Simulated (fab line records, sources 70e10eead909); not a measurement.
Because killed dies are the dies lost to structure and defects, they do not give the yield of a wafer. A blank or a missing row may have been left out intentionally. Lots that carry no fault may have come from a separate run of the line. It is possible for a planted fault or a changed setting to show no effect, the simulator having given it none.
What tool caused it?	flow nand_harc	11 lots with 33 wafers sampled at 4 steps, on a route of 1302 steps

## WHAT EACH GAUGE READ, for each wafer
NHARC_A_BONDPAD_THK_MEAS_20: measures by xrf.
lot	measured	on	thk_nm (nm)
L145	day 23 04:10	film_metro-01	169.0 168.2 169.2
L148	day 24 21:21	film_metro-01	166.5 170.5 168.3
L150	day 25 12:32	film_metro-02	170.0 169.5 171.7
L153	day 26 15:40	film_metro-02	170.3 171.7 171.5
L151	day 26 19:24	film_metro-02	171.1 171.2 169.6
L154	day 27 00:40	film_metro-01	169.6 171.1 169.0
L156	day 28 05:34	film_metro-02	116.8 114.4 115.5
L160	day 29 15:08	film_metro-02	122.0 119.4 116.6
L167	day 32 05:30	film_metro-02	171.6 169.7 170.3
L166	day 32 10:52	film_metro-02	169.6 170.3 169.7
L168	day 32 21:08	film_metro-02	172.0 170.7 168.7

## WHAT TOOL EACH LOT RAN ON (gives the tool, then ch and the chambers of the sampled wafers, and finally the start)
lot	NHARC_A_BONDPAD_ETCH_12	NHARC_A_BONDPAD_ETCH_24	NHARC_A_BONDPAD_ECD_18
L145	rie_diel-01 ch 0,1,2, day 23 03:10 or earlier	rie_diel-07 ch 2,3, day 23 03:10 or earlier	ecd_cu-01 ch 0,1, day 23 03:10
L148	rie_diel-07 ch 0,1,2, day 24 20:21 or earlier	rie_diel-11 ch 0,1, day 24 20:21 or earlier	ecd_cu-01 ch 0,1, day 24 20:21
L150	rie_diel-07 ch 0,1,3, day 25 11:35 or earlier	rie_diel-11 ch 0,3, day 25 11:35 or earlier	ecd_cu-02 ch 0,1, day 25 11:35
L153	rie_diel-07 ch 1,3, day 26 14:43 or earlier	rie_diel-07 ch 0,1,3, day 26 14:43 or earlier	ecd_cu-02 ch 0,1, day 26 14:43
L151	rie_diel-07 ch 0,2,3, day 26 18:28 or earlier	rie_diel-07 ch 0,2,3, day 26 18:28 or earlier	ecd_cu-01 ch 0,1, day 26 18:28
L154	rie_diel-07 ch 2,3, day 26 23:36 or earlier	rie_diel-01 ch 1,2,3, day 26 23:36 or earlier	ecd_cu-02 ch 0, day 26 23:36
L156	rie_diel-01 ch 1,2,3, day 28 04:30 or earlier	rie_diel-01 ch 0,1,2, day 28 04:30 or earlier	ecd_cu-02 ch 0,1, day 28 04:30
L160	rie_diel-07 ch 0,2,3, day 29 14:12 or earlier	rie_diel-07 ch 0,2, day 29 14:12 or earlier	ecd_cu-02 ch 0,1, day 29 14:12
L167	rie_diel-07 ch 1,2, day 32 03:40 or earlier	rie_diel-07 ch 1,3, day 32 03:40	ecd_cu-02 ch 0,1, day 32 04:25
L166	rie_diel-07 ch 1,2, day 32 09:04 or earlier	rie_diel-07 ch 1,2, day 32 09:04	ecd_cu-01 ch 0,1, day 32 09:50
L168	rie_diel-07 ch 2,3, day 32 19:04 or earlier	rie_diel-07 ch 1,2, day 32 19:04	ecd_cu-01 ch 0,1, day 32 20:05
- NHARC_A_BONDPAD_ETCH_12: etches the open film in CHF3/O2, target depth 220 nm, time 110 s.
- NHARC_A_BONDPAD_ETCH_24: etches the open film in CF4/N2, target depth 30 nm, time 72.99 s.
- NHARC_A_BONDPAD_ECD_18: material Cu, target thk 400 nm.

## THE ANSWER, worked out from the rows above alone
Rule: what is usual is taken from the lots themselves. Put in order of their means at a reading, lots are off if they are a third of the lots or fewer, leave a main group of 4 or more, and stand apart from it by a gap of 3 or more times the standard deviation of the main group's means; of several such gaps the widest counts. Not used: any main group whose means are identical at the precision the tables above print for the reading. A lot without any number at a reading at which 4 lots or more have one is off too. Any other lot the step has rows for is counted as sound.
Off at NHARC_A_BONDPAD_THK_MEAS_20 (thk_nm): L156, L160. Mean 170.0 nm and standard deviation 0.84 in the main group.
If a tool, at a process step before that reading, ran all the lots that are off and no sound lot after the first of them, it fits. Those tools and the gauges at NHARC_A_BONDPAD_THK_MEAS_20 are tried in the same way. Because NHARC_A_BONDPAD_ETCH_12 lacks a start for some lots, the hours and order of its lots are taken from NHARC_A_BONDPAD_ECD_18. Because NHARC_A_BONDPAD_ETCH_24 lacks a start for some lots, the hours and order of its lots are taken from NHARC_A_BONDPAD_ECD_18. No candidate that was tried fits.

## WHAT THE SIMULATOR HAD PUT IN
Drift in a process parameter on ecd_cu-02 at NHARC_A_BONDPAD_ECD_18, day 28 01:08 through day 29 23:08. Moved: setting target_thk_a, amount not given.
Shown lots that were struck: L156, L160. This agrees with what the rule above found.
